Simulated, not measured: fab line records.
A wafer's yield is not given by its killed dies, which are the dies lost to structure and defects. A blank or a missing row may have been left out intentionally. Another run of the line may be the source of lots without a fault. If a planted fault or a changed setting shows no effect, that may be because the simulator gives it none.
fab line records	flow n5Finfet
record: lots: 7	wafers: 21
route steps=1938 shown SD_EPI_P@301 HKMG_FIN@402 GATE_CUT@510 MOL_CONTACT_COAG@563 BEOL_M0_SAQP@676 BEOL_M0_CUTY@713 BEOL_M0@715
startH: the number of hours between the record's first day and the start of the first shown wafer of the lot	waitH: hours from the lot's prior step to this one	" as in the row above	L1.1+2: a row that stands for several wafers	- no value, or no start was given	* or withheld: withheld	< > ~ a bound
route shown NAME@n: names a module that has steps shown in the file, with the first one's number in the route	usual: mean/standard deviation taken from wafers without a fault	same: alike in all rows	chamber/n: place in a boat	sites: per-site readings	_std_site: standard deviation of those values	_edge_site: inner sites' mean taken away from outer sites' mean	radiusMm: how far each site lies from the wafer's centre	mask NAME#n: copy n	behind: the last tool/chamber to shape the wafer	hold: what put the lot on hold/how long, in hours/how the hold closed	device: whichever transistor did not switch (one of n, p or np)	end of line: the route-end tests of the same wafers	where a step has no rows: the recipe by itself	killed: the dies lost at the first sort to structure and to defects; this is not the yield of the wafer	map: per-die view of a wafer (x killed, . not killed, _ where there is no die)
set.NAME: the setting as run; set.NAME@STEP: as run at that earlier step	model.NAME: the simulator's own value behind a step, which no gauge read
lots run with intentionally changed settings; tables by step, rows by wafer
== steps ==
step: N5_SD_EPI_P_PEB_07
recipe: pebTempC: 110	pebTimeS: 60	resist: CAR-ArF-block
lot.wafer	tool	chamber	startH	waitH	set.pebTimeS
L075.1+3+4	lithoTrack-04	0	59.90	0.1	60
L078.1	lithoTrack-04	0	78.95	0.1	60
L078.2+6	"	0	"	"	66.8
L085.1+5+6	lithoTrack-04	0	121.09	0.1	72.15
L087.3+4	lithoTrack-04	0	130.88	0.0	60
L087.6	"	0	"	"	71.47
L092.1	lithoTrack-02	0	160.65	0.1	70.13
L092.3+6	"	0	"	"	60
L093.3	lithoTrack-04	0	165.83	0.0	66.21
L093.4+6	"	0	"	"	60
L097.3+5+6	lithoTrack-02	0	191.55	0.0	60
step: N5_SD_EPI_P_DEVELOP_08
recipe: developTimeS: 30	developer: TMAH	resist: CAR-ArF-block	devTempC: 23	rinseLiquid: diw	dry: airSpin
step: N5_SD_EPI_P_CD_MEAS_09
recipe: targetCdNm: 240	landingEnergyEv: 500	detector: seInlens
usual: cdNm: 240.4/0.84
lot.wafer	tool	chamber	startH	waitH	set.pebTimeS@SD_EPI_P_PEB_07	cdNm
L075.1	cdSem-01	0	59.97	-	60	240.1
L075.3	"	0	"	"	60	239.7
L075.4	"	0	"	"	60	240.9
L078.1	cdSem-01	0	79.01	-	60	239.9
L078.2	"	0	"	"	66.8	243.0
L078.6	"	0	"	"	66.8	243.3
L085.1	cdSem-01	0	121.16	-	72.15	247.8
L085.5	"	0	"	"	72.15	247.3
L085.6	"	0	"	"	72.15	247.3
L087.3	cdSem-01	0	130.95	-	60	240.5
L087.4	"	0	"	"	60	240.3
L087.6	"	0	"	"	71.47	245.9
L092.1	cdSem-02	0	160.72	-	70.13	245.3
L092.3	"	0	"	"	60	240.3
L092.6	"	0	"	"	60	238.7
L093.3	cdSem-03	0	165.90	-	66.21	243.7
L093.4	"	0	"	"	60	240.9
L093.6	"	0	"	"	60	241.5
L097.3	cdSem-03	0	191.62	-	60	239.9
L097.5	"	0	"	"	60	240.4
L097.6	"	0	"	"	60	239.5
step: N5_SD_EPI_P_DESCUM_14
recipe: chemistry: O2	timeS: 7.9	sourcePowerW: 50	biasPowerW: 20	pressureMtorr: 20	rfFrequencyHz: 2.712e+07	tempC: 40	resist: CAR-ArF-block	o2FlowSccm: 225
lot.wafer	tool	chamber	startH	waitH	set.pebTimeS@SD_EPI_P_PEB_07	model.SD_EPI_P.cdNm
L075.1	rieDiel-03	1	60.06	0.0	60	239.8
L075.3	"	2	"	"	60	239.6
L075.4	"	3	"	"	60	240.8
L078.1	rieDiel-03	1	79.35	0.3	60	239.8
L078.2	"	0	"	"	66.8	243
L078.6	"	1	"	"	66.8	243.2
L085.1+5	rieDiel-02	2,3	121.31	0.1	72.15	247.6
L085.6	"	2	"	"	72.15	247.2
L087.3	rieDiel-04	3	131.03	0.0	60	240.6
L087.4	"	2	"	"	60	240.4
L087.6	"	1	"	"	71.47	246.2
L092.1	rieDiel-04	1	160.80	0.0	70.13	245.6
L092.3	"	3	"	"	60	240.4
L092.6	"	2	"	"	60	239.4
L093.3	rieDiel-03	2	165.98	0.0	66.21	243.8
L093.4	"	0	"	"	60	240.8
L093.6	"	2	"	"	60	241.8
L097.3	rieDiel-03	0	191.70	0.0	60	239.8
L097.5	"	2	"	"	60	240.2
L097.6	"	1	"	"	60	239.4
step: N5_SD_EPI_P_ETCH_36
recipe: chemistry: CF4	target: SiARC	targetDepthA: 455	maskMaterial: CAR-ArF-block	timeS: 75.8	ionEnergyEv: 80	pressureMtorr: 40	sourceW: 545	biasW: 36	Ar_flow_sccm: 100	cf4FlowSccm: 100	ends: cleared
lot.wafer	tool	chamber	startH	waitH	set.spinRpm@SD_EPI_P_COAT_35	set.pebTimeS@SD_EPI_P_PEB_07	model.SD_EPI_P.cdNm	model.etch.depthNm	model.CAR-ArF-block_of_SD_EPI_P_COAT_03.thkNm
L075.1	rieDiel-03	1	60.09	0.0	1500	60	240	35.22	111.4
L075.3	"	2	"	"	1500	60	239.8	35.14	111
L075.4	"	3	"	"	1500	60	240.6	35.1	111.4
L078.1	rieDiel-03	1	79.39	0.0	1628	60	239.4	33.61	112.6
L078.2	"	0	"	"	1500	66.8	243.2	35.19	111.6
L078.6	"	1	"	"	1500	66.8	243.2	35.07	111.4
L085.1	rieDiel-02	2	121.35	0.0	1500	72.15	247.8	35.07	111.2
L085.5	"	3	"	"	1381	72.15	247.6	36.68	110
L085.6	"	2	"	"	1381	72.15	247.4	36.59	110.2
L087.3	rieDiel-04	3	131.07	0.0	1340	60	240.6	37.19	109.2
L087.4	"	2	"	"	1500	60	240.4	35.1	111
L087.6	"	1	"	"	1500	71.47	246.4	35.18	111
L092.1	rieDiel-04	1	160.84	0.0	1500	70.13	246	35.03	111.4
L092.3	"	3	"	"	1500	60	240.4	35.08	111.8
L092.6	"	2	"	"	1500	60	239.2	34.97	112
L093.3	rieDiel-03	2	166.02	0.0	1500	66.21	243.8	35.14	111.4
L093.4	"	0	"	"	1500	60	241.2	35.07	111.4
L093.6	"	2	"	"	1385	60	242	36.6	110
L097.3	rieDiel-03	0	191.74	0.0	1500	60	240.2	34.84	111.6
L097.5	"	2	"	"	1385	60	240.6	36.39	110.6
L097.6	"	1	"	"	1385	60	239.8	36.5	110.4
step: N5_SD_EPI_P_ETCH_37
recipe: chemistry: N2/H2	target: SOC	overetchA: 1080	maskMaterial: SiARC	tempC: 40	ionEnergyEv: 100	sourceW: 3000	biasW: 133	pressureMtorr: 20	timeS: 486	n2FlowSccm: 200	h2FlowSccm: 200	ends: endPoint
lot.wafer	tool	chamber	startH	waitH	set.spinRpm@SD_EPI_P_COAT_35	set.pebTimeS@SD_EPI_P_PEB_07	model.SD_EPI_P.cdNm	model.SiARC_of_SD_EPI_P_COAT_35.thkNm
L075.1	rieDiel-03	1	60.15	0.0	1500	60	239	20.6
L075.3	"	2	"	"	1500	60	240.6	20.2
L075.4	"	3	"	"	1500	60	243	20.8
L078.1	rieDiel-03	1	79.44	0.0	1628	60	239.4	19
L078.2	"	0	"	"	1500	66.8	242.8	20
L078.6	"	1	"	"	1500	66.8	243	20.8
L085.1	rieDiel-02	2	121.41	0.0	1500	72.15	247.4	20
L085.5	"	3	"	"	1381	72.15	248.2	21.4
L085.6	"	2	"	"	1381	72.15	247.4	21.6
L087.3	rieDiel-04	3	131.13	0.0	1340	60	241.2	22
L087.4	"	2	"	"	1500	60	240.2	20.2
L087.6	"	1	"	"	1500	71.47	246.8	19.8
L092.1	rieDiel-04	1	160.90	0.0	1500	70.13	246	19.6
L092.3	"	3	"	"	1500	60	240.4	19.6
L092.6	"	2	"	"	1500	60	239.6	20
L093.3	rieDiel-03	2	166.07	0.0	1500	66.21	243	20.2
L093.4	"	0	"	"	1500	60	240.2	19.6
L093.6	"	2	"	"	1385	60	242.6	21.8
L097.3	rieDiel-03	0	191.79	0.0	1500	60	240.2	19.4
L097.5	"	2	"	"	1385	60	240.2	21.4
L097.6	"	1	"	"	1385	60	237.8	21.2
step: N5_HKMG_FIN_ETCH_54
recipe: chemistry: CF4	target: SiARC	targetDepthA: 455	maskMaterial: CAR-ArF	timeS: 75.8	ionEnergyEv: 80	pressureMtorr: 40	sourceW: 545	biasW: 36	Ar_flow_sccm: 100	cf4FlowSccm: 100	ends: cleared
usual: etchRfOnTimeS: 75.8/2.1	rfVppV: 184.0/0.92
lot.wafer	tool	chamber	startH	waitH	set.sourceW	etchRfOnTimeS	rfVppV
L075.1	rieDiel-05	2	78.50	0.0	545	76.4	184.5
L075.3	"	3	"	"	545	77.0	183.4
L075.4	"	0	"	"	545	75.0	184.6
L078.1	rieDiel-01	1	96.79	0.0	468.7	86.5	193.9
L078.2	"	0	"	"	545	72.7	184.5
L078.6	"	3	"	"	545	75.7	183.9
L085.1	rieDiel-01	0	139.66	0.0	484.6	78.4	192.5
L085.5	"	0	"	"	545	70.9	184.3
L085.6	"	1	"	"	545	75.2	184.2
L087.3	rieDiel-01	0	148.09	0.0	545	72.2	183.9
L087.4	"	3	"	"	545	76.0	183.9
L087.6	"	2	"	"	545	79.2	183.8
L092.1	rieDiel-05	3	179.46	0.0	631.8	66.1	176.1
L092.3	"	2	"	"	631.8	65.0	174.9
L092.6	"	0	"	"	545	76.1	184.3
L093.3	rieDiel-05	2	183.18	0.0	592.7	68.0	179.4
L093.4	"	1	"	"	592.7	69.6	179.1
L093.6	"	2	"	"	545	73.1	185.2
L097.3	rieDiel-06	1	209.39	0.0	472.3	85.9	191.5
L097.5	"	3	"	"	472.3	89.5	192.6
L097.6	"	2	"	"	545	75.6	184.8
step: N5_GATE_CUT_ALD_22
recipe: material: SiNx	targetThkA: 160	tempC: 400	aldPrecursorFamily: SiH2I2	aldCoReactant: N2/H2-plasma	pulseTimeS: 1	aldCycles: 320	purgeTimeS: 2	coReactantPurgeTimeS: 2	pressureTorr: 2
lot.wafer	tool	chamber	startH	waitH	set.aldCycles	model.SiNx_of_GATE_CUT_ALD_22.thkNm
L075.1+4	aldSin-01	3	91.15	0.0	320	16
L075.3	"	0	"	"	320	16.2
L078.1+2	aldSin-01	2,1	109.57	0.0	320	16
L078.6	"	2	"	"	279	14
L085.1	aldSin-04	2	152.19	0.0	270	13.4
L085.5	"	2	"	"	320	16
L085.6	"	0	"	"	270	13.6
L087.3+4+6	aldSin-03	3,0,2	162.14	0.0	320	16
L092.1+3+6	aldSin-04	2,3,0	194.13	1.8	320	16
L093.3	aldSin-04	0	196.35	0.0	320	16
L093.4	"	2	"	"	267	13.4
L093.6	"	1	"	"	320	15.8
L097.3	aldSin-03	1	223.86	1.3	320	15.8
L097.5+6	"	1,2	"	"	283	14
step: N5_MOL_CONTACT_COAG_PECVD_31
recipe: material: SiO2	targetThkA: 460	tempC: 400	precursor: TEOS/O2	pressureTorr: 6.5	rfW: withheld	teosFlowSccm: withheld	gas: O2	flowSccm: 2650	timeS: 8.9
lot.wafer	tool	chamber	startH	waitH	set.tempC	model.SiO2_of_MOL_CONTACT_COAG_PECVD_31.thkNm
L075.1	pecvd-03	0	103.31	0.3	400	46.4
L075.3	"	2	"	"	400	47.2
L075.4	"	0	"	"	400	46.6
L078.1	pecvd-01	0	124.55	0.3	415.2	41.4
L078.2	"	1	"	"	400	45
L078.6	"	0	"	"	415.2	42
L085.1	pecvd-03	0	164.52	0.3	400	46.4
L085.5	"	0	"	"	400	46.6
L085.6	"	2	"	"	400	47.8
L087.3	pecvd-03	2	176.38	0.3	400	47.4
L087.4	"	0	"	"	400	46.6
L087.6	"	1	"	"	391.7	49.2
L092.1	pecvd-02	2	207.47	0.3	400	45.4
L092.3	"	0	"	"	400	45.8
L092.6	"	1	"	"	400	46.4
L093.3	pecvd-02	0	211.75	0.3	400	45.4
L093.4	"	2	"	"	400	45.8
L093.6	"	0	"	"	400	46.8
L097.3	pecvd-03	2	233.82	0.3	400	46.2
L097.5	"	2	"	"	385.9	51.4
L097.6	"	0	"	"	400	46
step: N5_MOL_CONTACT_COAG_COAT_75
recipe: resist: SOC	tempC: 250	timeS: 60	spinRpm: 1500	resistThkNm: 60
step: N5_MOL_CONTACT_COAG_COAT_76
recipe: resist: SiARC	tempC: 220	timeS: 60	spinRpm: 1500	resistThkNm: 10
step: N5_MOL_CONTACT_COAG_ETCHBACK_135
recipe: chemistry: CHF3	target: SiO2	targetDepthA: 250	timeS: 16.7	ionEnergyEv: 200	pressureMtorr: 30	sourceW: 610	biasW: 170	Ar_flow_sccm: 200	CHF3_flow_sccm: 50
step: N5_MOL_CONTACT_COAG_STRIP_118
recipe: chemistry: CHF3	resist: SiARC	rfFrequencyHz: 6e+07
step: N5_MOL_CONTACT_COAG_VIA_ETCH_46
recipe: chemistry: C4F6/O2	targetDepthA: 460	overetchA: 92	maskMaterial: SOC	target: SiO2	biasW: 455	pressureMtorr: 10	timeS: 40	sourceW: 325	Ar_flow_sccm: 300	C4F6_flow_sccm: 10	O2_flow_sccm: 10	ionEnergyEv: 575.3	ends: endPoint
lot.wafer	tool	chamber	startH	waitH	set.tempC@MOL_CONTACT_COAG_PECVD_31	model.etch.depthNm
L075.1	rieDiel-06	0	104.37	0.0	400	46.32
L075.3	"	1	"	"	400	47.14
L075.4	"	3	"	"	400	46.63
L078.1	rieDiel-06	0	125.60	0.0	415.2	41.35
L078.2	"	3	"	"	400	45.05
L078.6	"	3	"	"	415.2	41.96
L085.1	rieDiel-05	0	165.73	0.0	400	46.38
L085.5	"	3	"	"	400	46.55
L085.6	"	2	"	"	400	47.71
L087.3	rieDiel-06	1	177.31	0.0	400	47.31
L087.4	"	3	"	"	400	46.54
L087.6	"	2	"	"	391.7	49.28
L092.1	rieDiel-01	0	208.40	0.0	400	45.44
L092.3	"	2	"	"	400	45.78
L092.6	"	2	"	"	400	46.45
L093.3	rieDiel-01	0	213.00	0.0	400	45.46
L093.4	"	3	"	"	400	45.87
L093.6	"	1	"	"	400	46.74
L097.3	rieDiel-06	1	234.75	0.0	400	46.14
L097.5	"	2	"	"	385.9	51.39
L097.6	"	0	"	"	400	45.9
step: N5_BEOL_M0_SAQP_SPACER2_ALD_26
recipe: material: SiO2	targetThkA: 150	tempC: 300	aldPrecursorFamily: BDEAS	aldCoReactant: O2-plasma	pulseTimeS: 1	purgeTimeS: 2	coReactantPurgeTimeS: 2	pressureTorr: 2
lot.wafer	tool	chamber	startH	waitH	set.targetThkA	model.SiO2_of_BEOL_M0_SAQP_SPACER2_ALD_26.thkNm
L075.1+4	aldSin-03	0,3	116.07	0.1	150	15
L075.3	"	2	"	"	150	15.2
L078.1	aldSin-02	1	137.76	0.7	167.2	16.4
L078.2	"	3	"	"	167.2	16.6
L078.6	"	1	"	"	150	14.8
L085.1+5	aldSin-02	1,2	176.78	1.1	150	15
L085.6	"	1	"	"	150	14.8
L087.3	aldSin-02	1	245.29	0.7	137	13.6
L087.4+6	"	2,3	"	"	150	15
L093.3	aldSin-03	0	249.22	1.5	150	15
L093.4	"	2	"	"	150	15.2
L093.6	"	2	"	"	160.5	16.2
L092.1	aldSin-02	1	249.23	1.5	150	14.8
L092.3+6	"	0,1	"	"	136.4	13.6
L097.3	aldSin-03	3	249.75	1.7	158.2	15.8
L097.5+6	"	1,0	"	"	150	15.2
step: N5_BEOL_M0_SAQP_SPACER2_ETCHBACK_27
recipe: chemistry: CHF3/O2	mode: anisotropicEtchback	target: SiO2	targetDepthA: 225	timeS: 11.25	pressureMtorr: 30	sourceW: 650	biasW: 170	Ar_flow_sccm: 200	CHF3_flow_sccm: 50	O2_flow_sccm: 5	ionEnergyEv: 200
step: N5_BEOL_M0_SAQP_MANDREL2_REMOVE_110
recipe: chemistry: HBr/Cl2/O2	btTimeS: 10	target: a-Si	stopOn: SiCN	endpoint: OES-SiCl	overEtchFrac: 1	icpW: 600	biasW: 30	HBr_flow_sccm: 150	Cl2_flow_sccm: 80	O2_flow_sccm: 5	pressureMtorr: 10
lot.wafer	tool	chamber	startH	waitH	set.targetThkA@BEOL_M0_SAQP_SPACER2_ALD_26	model.BEOL_M0_SAQP.cdNm	model.SiO2_of_BEOL_M0_SAQP_SPACER2_ALD_26.thkNm
L075.1	rieSi-05	1	116.77	0.1	150	15	10.6
L075.3	"	2	"	"	150	15.2	10.8
L075.4	"	3	"	"	150	14.8	10.6
L078.1	rieSi-01	1	138.40	0.1	167.2	16.4	12
L078.2	"	3	"	"	167.2	16.4	12.2
L078.6	"	2	"	"	150	15	10.4
L085.1	rieSi-01	1	177.54	0.1	150	14.8	10.6
L085.5	"	0	"	"	150	15	10.6
L085.6	"	1	"	"	150	14.8	10.4
L087.3	rieSi-01	3	245.93	0.1	137	13.4	9.2
L087.4+6	"	2,1	"	"	150	15	10.6
L093.3+4	rieSi-01	3,0	249.87	0.1	150	15	10.6
L093.6	"	3	"	"	160.5	16.2	11.8
L092.1	rieSi-04	2	249.93	0.1	150	15	10.4
L092.3	"	0	"	"	136.4	13.8	9.2
L092.6	"	1	"	"	136.4	13.6	9.2
L097.3	rieSi-01	1	250.39	0.1	158.2	16	11.4
L097.5	"	3	"	"	150	15	10.6
L097.6	"	0	"	"	150	15.2	10.8
step: N5_BEOL_M0_SAQP_CD_MEAS_29
recipe: targetCdNm: 14.4	landingEnergyEv: 1000	detector: seInlens
usual: cdNm: 14.98/0.26
lot.wafer	tool	chamber	startH	waitH	set.targetThkA@BEOL_M0_SAQP_SPACER2_ALD_26	cdNm
L075.1	cdSem-02	0	116.88	0.1	150	14.64
L075.3	"	0	"	"	150	15.45
L075.4	"	0	"	"	150	14.97
L078.1	cdSem-02	0	138.51	0.1	167.2	16.31
L078.2	"	0	"	"	167.2	16.62
L078.6	"	0	"	"	150	15.06
L085.1	cdSem-01	0	177.65	0.1	150	14.48
L085.5	"	0	"	"	150	14.58
L085.6	"	0	"	"	150	15.38
L087.3	cdSem-02	0	246.04	0.1	137	13.41
L087.4	"	0	"	"	150	15.29
L087.6	"	0	"	"	150	15.02
L093.3	cdSem-02	0	249.98	0.1	150	14.50
L093.4	"	0	"	"	150	14.69
L093.6	"	0	"	"	160.5	16.24
L092.1	cdSem-02	0	250.04	0.1	150	15.18
L092.3	"	0	"	"	136.4	13.54
L092.6	"	0	"	"	136.4	13.74
L097.3	cdSem-03	0	250.51	0.1	158.2	15.68
L097.5	"	0	"	"	150	15.16
L097.6	"	0	"	"	150	15.15
step: N5_BEOL_M0_SAQP_COAT_87
recipe: resist: underlayer	tempC: 205	timeS: 60	spinRpm: 1500	resistThkNm: 5
lot.wafer	tool	chamber	startH	waitH	set.tempC
L075.1+3+4	lithoTrack-01	0	-	-	205
L078.1+6	lithoTrack-01	0	-	-	212.9
L078.2	"	0	"	"	205
L085.1+5	lithoTrack-02	0	-	-	198.3
L085.6	"	0	"	"	205
L087.3+4	lithoTrack-01	0	-	-	201.8
L087.6	"	0	"	"	205
L093.3+6	lithoTrack-02	0	-	-	196.2
L093.4	"	0	"	"	205
L092.1+3+6	lithoTrack-04	0	-	-	205
L097.3+5	lithoTrack-02	0	-	-	205
L097.6	"	0	"	"	210
step: N5_BEOL_M0_SAQP_COAT_34
recipe: resist: CAR-EUV	spinRpm: 1500	resistThkNm: 30
step: N5_BEOL_M0_SAQP_EBR_36
recipe: solvent: PGMEA	ebrWidthMm: 1.5
step: N5_BEOL_M0_CUTY_ETCH_63
recipe: chemistry: N2/H2	target: SOC	targetDepthA: 827	overetchA: 165	maskMaterial: SiARC	tempC: 40	ionEnergyEv: 200	timeS: 124	pressureMtorr: 30	sourceW: 840	biasW: 150	n2FlowSccm: 200	h2FlowSccm: 200
step: N5_BEOL_M0_CUTY_STRIP_64
recipe: chemistry: N2/H2	tempC: 40	n2FlowSccm: 200	h2FlowSccm: 200	rfFrequencyHz: 6e+07
step: N5_BEOL_M0_ETCH_138
recipe: chemistry: CH3F/O2	targetDepthA: 120	target: SiCN	timeS: 31.6	ionEnergyEv: 120	pressureMtorr: 30	sourceW: 395	biasW: 75	Ar_flow_sccm: 150	CH3F_flow_sccm: 30	O2_flow_sccm: 20	ends: cleared
lot.wafer	tool	chamber	startH	waitH	set.targetThkA@BEOL_M0_SAQP_SPACER2_ALD_26	model.SiO2_of_BEOL_M0_SAQP_SPACER2_ALD_26.thkNm
L075.1+3	rieDiel-01	1,3	118.91	0.0	150	5.2
L075.4	"	3	"	"	150	5
L078.1	rieDiel-06	3	140.64	0.0	167.2	6.8
L078.2	"	1	"	"	167.2	6.6
L078.6	"	0	"	"	150	5
L085.1+5	rieDiel-06	0	180.35	0.0	150	5.2
L085.6	"	3	"	"	150	5
L087.3	rieDiel-01	3	248.64	0.0	137	3.6
L087.4+6	"	1,3	"	"	150	5
L093.3+4	rieDiel-05	3,2	252.36	0.0	150	5.2
L093.6	"	1	"	"	160.5	6.4
L092.1	rieDiel-06	3	252.91	0.0	150	5.2
L092.3	"	0	"	"	136.4	4
L092.6	"	0	"	"	136.4	3.8
L097.3	rieDiel-06	0	253.53	0.0	158.2	6.2
L097.5+6	"	2,3	"	"	150	5.2
step: N5_BEOL_M0_HM_OPEN_105
recipe: chemistry: Cl2/BCl3	targetDepthA: 120	target: TiN	ionEnergyEv: 150	pressureMtorr: 10	icpW: 1000	biasW: 126	Cl2_flow_sccm: 53.25	bcl3FlowSccm: 21.75	Ar_flow_sccm: 25
lot.wafer	tool	chamber	startH	waitH	set.targetThkA@BEOL_M0_SAQP_SPACER2_ALD_26	model.SiO2_of_BEOL_M0_SAQP_SPACER2_ALD_26.thkNm
L075.1+3	rieMetal-02	1	120.71	1.8	150	2.8
L075.4	"	0	"	"	150	2.6
L078.1	rieMetal-01	1	141.33	0.7	167.2	4.4
L078.2	"	1	"	"	167.2	4.2
L078.6	"	1	"	"	150	2.6
L085.1+5	rieMetal-02	1	180.45	0.1	150	2.8
L085.6	"	0	"	"	150	2.6
L087.3	rieMetal-01	1	248.79	0.1	137	1.8
L087.4	"	0	"	"	150	2.6
L087.6	"	1	"	"	150	2.4
L093.3+4	rieMetal-02	1,0	252.51	0.1	150	2.6
L093.6	"	0	"	"	160.5	3.8
L092.1	rieMetal-01	1	253.00	0.1	150	2.8
L092.3+6	"	1	"	"	136.4	1.8
L097.3	rieMetal-02	0	253.68	0.1	158.2	3.8
L097.5+6	"	1,0	"	"	150	2.8
== key ==
split: step: N5_SD_EPI_P_PEB_07	setting: pebTimeS	stated: 60	by: wafer
response: step: N5_SD_EPI_P_CD_MEAS_09	reading: cdNm	change: +0.297	per: 1%	r: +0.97
response: step: N5_SD_EPI_P_DESCUM_14	reading: model.SD_EPI_P.cdNm	change: +0.303	per: 1%	r: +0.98
response: step: N5_SD_EPI_P_ETCH_36	reading: model.SD_EPI_P.cdNm	change: +0.32	per: 1%	r: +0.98
response: step: N5_SD_EPI_P_ETCH_37	reading: model.SD_EPI_P.cdNm	change: +0.309	per: 1%	r: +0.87
split: step: N5_HKMG_FIN_ETCH_54	setting: sourceW	stated: 545	by: wafer
response: step: N5_HKMG_FIN_ETCH_54	reading: etchRfOnTimeS	change: *	per: 1%	r: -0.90
response: step: N5_HKMG_FIN_ETCH_54	reading: rfVppV	change: -0.625	per: 1%	r: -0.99
split: step: N5_GATE_CUT_ALD_22	setting: aldCycles	stated: 320	by: wafer
response: step: N5_GATE_CUT_ALD_22	reading: model.SiNx_of_GATE_CUT_ALD_22.thkNm	change: +0.155	per: 1%	r: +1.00
split: step: N5_MOL_CONTACT_COAG_PECVD_31	setting: tempC	stated: 400	by: wafer
response: step: N5_MOL_CONTACT_COAG_PECVD_31	reading: model.SiO2_of_MOL_CONTACT_COAG_PECVD_31.thkNm	change: -1.15	per: 1%	r: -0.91
response: step: N5_MOL_CONTACT_COAG_VIA_ETCH_46	reading: model.etch.depthNm	change: -1.18	per: 1%	r: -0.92
split: step: N5_BEOL_M0_SAQP_SPACER2_ALD_26	setting: targetThkA	stated: 150	by: wafer
response: step: N5_BEOL_M0_SAQP_SPACER2_ALD_26	reading: model.SiO2_of_BEOL_M0_SAQP_SPACER2_ALD_26.thkNm	change: +0.145	per: 1%	r: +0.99
response: step: N5_BEOL_M0_SAQP_MANDREL2_REMOVE_110	reading: model.BEOL_M0_SAQP.cdNm	change: +0.15	per: 1%	r: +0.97
response: step: N5_BEOL_M0_SAQP_MANDREL2_REMOVE_110	reading: model.SiO2_of_BEOL_M0_SAQP_SPACER2_ALD_26.thkNm	change: +0.149	per: 1%	r: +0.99
response: step: N5_BEOL_M0_SAQP_CD_MEAS_29	reading: cdNm	change: +0.162	per: 1%	r: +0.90
response: step: N5_BEOL_M0_ETCH_138	reading: model.SiO2_of_BEOL_M0_SAQP_SPACER2_ALD_26.thkNm	change: +0.156	per: 1%	r: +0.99
response: step: N5_BEOL_M0_HM_OPEN_105	reading: model.SiO2_of_BEOL_M0_SAQP_SPACER2_ALD_26.thkNm	change: +0.132	per: 1%	r: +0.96
split: step: N5_BEOL_M0_SAQP_COAT_87	setting: tempC	stated: 205	by: wafer
response none clear
split outsideThisFile step=N5_SD_EPI_P_COAT_35 setting=spinRpm
split outsideThisFile: this setting was split too, and the file shows its column; the key of that split is in another file
